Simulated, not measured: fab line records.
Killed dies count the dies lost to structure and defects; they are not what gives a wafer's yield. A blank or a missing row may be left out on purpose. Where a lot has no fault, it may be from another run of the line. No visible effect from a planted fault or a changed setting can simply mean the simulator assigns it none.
Matching of chambers    flow nand-harc    rie-diel-03 running NHARC_A_M0_ETCH_34: 4 sister chambers
The step etches the open film in N2/H2, target depth 40 nm, overetch 12 nm, time 43.94 s. 22 wafers are shown with their chamber, then 11 later ones without.

WAFERS WITH THEIR CHAMBER
wafer   chamber  rf-vpp-V (V)  oes-product-au (a.u.)  throttle-valve-pct (%)
L074.2  2        433.3         1.018                  14.169
L074.4  2        432.8         1.007                  14.173
L074.6  3        429.6         0.975                  14.185
L076.1  0        433.8         0.998                  14.168
L076.2  3        429.6         1.002                  14.196
L076.6  3        428.9         0.998                  14.166
L082.4  2        431.1         1.008                  14.182
L082.5  2        432.3         1.013                  14.168
L082.6  3        429.2         0.985                  14.171
L087.1  0        435.2         0.999                  14.179
L087.5  0        435.8         1.007                  14.153
L087.6  2        431.9         1.012                  14.176
L086.1  0        434.9         1.016                  14.174
L086.2  1        428.3         1.033                  14.162
L086.5  1        427.7         1.033                  14.168
L085.2  3        427.0         0.996                  14.171
L085.3  1        427.7         1.031                  14.148
L085.5  2        432.1         1.001                  14.182
L088.1  2        430.6         1.007                  14.173
L088.3  1        428.0         1.021                  14.171
L088.6  0        434.3         1.000                  14.178
L089.2  1        428.7         1.026                  14.171

SIGNATURES, as means of the wafers listed above
reading             chamber 0  chamber 1  chamber 2  chamber 3  scatter within a chamber
rf-vpp-V            434.800    428.080    432.014    428.860    0.851
oes-product-au      1.00400    1.02880    1.00943    0.99120    0.00747
throttle-valve-pct  14.17040   14.16400   14.17471   14.17780   0.00953
Rule: for each reading, subtract the chamber's mean from the wafer's reading, divide by that reading's scatter and square the result; add these up over the readings and take the root, which gives the wafer's distance from the chamber. If the next closest chamber is less than 2 further off than the closest, the wafer can't be placed; otherwise it belongs to the closest. The scatter: take each reading less its chamber's mean, square it, sum over the shown wafers, divide by the number of wafers less the number of chambers, and take the root.

WAFERS MISSING THEIR CHAMBER
wafer   rf-vpp-V (V)  oes-product-au (a.u.)  throttle-valve-pct (%)
L089.5  431.9         1.007                  14.173
L089.6  427.7         1.025                  14.167
L094.2  428.0         1.027                  14.175
L094.5  430.3         1.004                  14.162
L094.6  431.4         0.996                  14.183
L093.1  427.7         1.029                  14.176
L093.2  434.6         1.020                  14.174
L093.6  427.8         1.023                  14.167
L097.3  429.3         1.004                  14.178
L097.4  435.2         1.011                  14.164
L097.6  434.3         1.009                  14.167

CHAMBER TAKEN BY EACH
wafer   from the rows above           in truth
L089.5  2                             2
L089.6  1                             1
L094.2  1                             1
L094.5  can't be placed: 2 or 3 or 1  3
L094.6  can't be placed: 2 or 3       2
L093.1  1                             1
L093.2  can't be placed: 0 or 2       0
L093.6  1                             1
L097.3  can't be placed: 3 or 2       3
L097.4  0                             0
L097.6  can't be placed: 0 or 2       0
6 of 11 placed correctly. These rows do not allow placing 5 (true chamber among the candidates in 5). Placed wrongly: 0.
